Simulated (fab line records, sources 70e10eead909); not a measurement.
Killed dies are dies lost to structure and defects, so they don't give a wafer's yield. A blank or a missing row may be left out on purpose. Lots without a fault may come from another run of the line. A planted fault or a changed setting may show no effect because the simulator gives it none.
Chamber matching | flow nand_harc | NHARC_A_CONTACT_CMP_20 on cmp-03: 4 sister chambers
The step polishes, t overpolish 30 s, target thk 300 nm. 14 wafers are shown with their chamber, then 7 later ones without.

WAFERS WITH THEIR CHAMBER
wafer  | chamber | motor_current_A (A) | time_to_endpoint_s (s) | overpolish_run_s (s)
L075.1 | 2       | 12.1                | 57                     | 30.018
L075.4 | 1       | 11.3                | 60                     | 29.999
L075.6 | 3       | 13.2                | 59                     | 29.999
L081.2 | 2       | 11.2                | 59                     | 29.986
L081.3 | 3       | 12.6                | 63                     | 29.983
L081.4 | 1       | 11.5                | 62                     | 30.006
L078.2 | 0       | 11.6                | 60                     | 30.003
L078.3 | 3       | 12.6                | 60                     | 29.984
L078.6 | 0       | 10.8                | 61                     | 29.983
L086.3 | 1       | 11.1                | 61                     | 30.009
L086.5 | 2       | 11.3                | 60                     | 30.008
L086.6 | 1       | 11.5                | 63                     | 30.000
L092.2 | 0       | 11.5                | 62                     | 30.007
L092.4 | 1       | 12.1                | 61                     | 30.005

SIGNATURES (means of the wafers above)
reading            | chamber 0 | chamber 1 | chamber 2 | chamber 3 | scatter within a chamber
motor_current_A    | 11.300    | 11.500    | 11.533    | 12.800    | 0.408
time_to_endpoint_s | 61.00     | 61.40     | 58.67     | 60.67     | 1.43
overpolish_run_s   | 29.99767  | 30.00380  | 30.00400  | 29.98867  | 0.0105
Rule: a wafer's distance from a chamber is the root of the sum, over the readings, of the square of ((its reading less the chamber's mean) divided by the reading's scatter). The wafer belongs to the nearest chamber; if the next one is less than 2 further off, it can't be placed. The scatter: the root of (the sum of the squares of (reading less its chamber's mean) over the shown wafers, divided by (wafers less chambers)).

WAFERS WITHOUT THEIR CHAMBER
wafer  | motor_current_A (A) | time_to_endpoint_s (s) | overpolish_run_s (s)
L092.5 | 11.8                | 61                     | 30.002
L091.1 | 11.2                | 60                     | 30.023
L091.3 | 12.0                | 58                     | 29.983
L091.4 | 11.2                | 64                     | 29.998
L096.1 | 12.4                | 62                     | 29.994
L096.3 | 11.4                | 62                     | 29.980
L096.4 | 11.7                | 64                     | 30.008

WHICH CHAMBER EACH WENT THROUGH
wafer  | from the rows above               | in truth
L092.5 | can't be placed: 1 or 0 or 2 or 3 | 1
L091.1 | can't be placed: 2 or 1 or 0      | 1
L091.3 | can't be placed: 2 or 3 or 0 or 1 | 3
L091.4 | can't be placed: 1 or 0 or 2      | 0
L096.1 | can't be placed: 3 or 1 or 0 or 2 | 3
L096.3 | can't be placed: 0 or 1 or 2 or 3 | 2
L096.4 | can't be placed: 1 or 0 or 2      | 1
Placed correctly: 0 of 7. Can't be placed from these rows: 7 (the true chamber is among the candidates in 7). Placed wrongly: 0.
